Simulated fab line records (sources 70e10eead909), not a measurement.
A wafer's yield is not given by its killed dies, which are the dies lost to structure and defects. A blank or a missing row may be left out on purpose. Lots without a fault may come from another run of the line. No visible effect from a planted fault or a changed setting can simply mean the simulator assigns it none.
Matching of chambers | flow nand_harc | NHARC_A_STAIRCASE_DEP_151 on pecvd-04: 3 sister chambers
The step deposits SiO2, target thk 7200 nm. 3 wafers are shown with their chamber, then 7 later ones without.

## WAFERS, EACH WITH ITS CHAMBER
wafer  | chamber | heater_power_w (W)
L082.6 | 0       | 690
L091.2 | 1       | 861
L091.3 | 2       | 817

## WAFERS WITH NO CHAMBER GIVEN
wafer  | heater_power_w (W)
L091.6 | 716
L090.1 | 836
L090.5 | 662
L090.6 | 676
L097.2 | 723
L097.4 | 681
L097.5 | 687

## WHICH CHAMBER EACH ONE RAN IN
wafer  | from the rows above     | in truth
L091.6 | 0                       | 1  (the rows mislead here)
L090.1 | can't be placed: 2 or 1 | 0
L090.5 | 0                       | 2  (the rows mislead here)
L090.6 | 0                       | 0
L097.2 | 0                       | 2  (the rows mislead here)
L097.4 | 0                       | 0
L097.5 | 0                       | 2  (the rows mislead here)
2 of 7 placed correctly. Can't be placed from these rows: 1 (the true chamber is among the candidates in 0). Wrongly placed: 4.
How it was worked out, from the rows above alone: a wafer's distance from a chamber is the root of the sum, over the readings, of the square of ((its reading less the chamber's mean) divided by the reading's scatter). The wafer belongs to the nearest chamber; if the next one is less than 2 further off, it can't be placed. Each chamber's mean is taken over the wafers shown for it. The scatter: with one shown wafer a chamber, the root of the mean of the squares of how far each hidden wafer lies from its nearest shown one.
